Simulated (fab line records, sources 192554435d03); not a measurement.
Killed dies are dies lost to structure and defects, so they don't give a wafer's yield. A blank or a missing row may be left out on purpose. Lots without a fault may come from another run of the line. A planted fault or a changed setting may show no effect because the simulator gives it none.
Chamber matching | flow n5_finfet | N5_BEOL_M5_CURE_80 on uv_cure-01: 3 sister chambers
The step cures SiCOH lowk, time 120 s. 3 wafers are shown with their chamber, then 7 later ones without.

WAFERS WITH THEIR CHAMBER
wafer  | chamber | wafer_temp_C_max
L075.6 | 1       | 371.4
L078.6 | 2       | 372.3
L085.5 | 0       | 372.2

WAFERS WITHOUT THEIR CHAMBER
wafer  | wafer_temp_C_max
L085.6 | 371.8
L089.1 | 370.9
L089.4 | 371.3
L089.6 | 371.1
L093.2 | 371.4
L093.3 | 371.7
L093.4 | 372.1

WHICH CHAMBER EACH WENT THROUGH
wafer  | from the rows above          | in truth
L085.6 | can't be placed: 0 or 1 or 2 | 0
L089.1 | 1                            | 1
L089.4 | 1                            | 1
L089.6 | 1                            | 1
L093.2 | 1                            | 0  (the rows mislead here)
L093.3 | can't be placed: 1 or 0 or 2 | 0
L093.4 | can't be placed: 0 or 2      | 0
Placed correctly: 3 of 7. Can't be placed from these rows: 3 (the true chamber is among the candidates in 3). Placed wrongly: 1.
How it was worked out, from the rows above alone: a wafer's distance from a chamber is the root of the sum, over the readings, of the square of ((its reading less the chamber's mean) divided by the reading's scatter). The wafer belongs to the nearest chamber; if the next one is less than 2 further off, it can't be placed. A chamber's mean is the mean of its shown wafers. The scatter: with one shown wafer a chamber, the root of the mean of the squares of how far each hidden wafer lies from its nearest shown one.
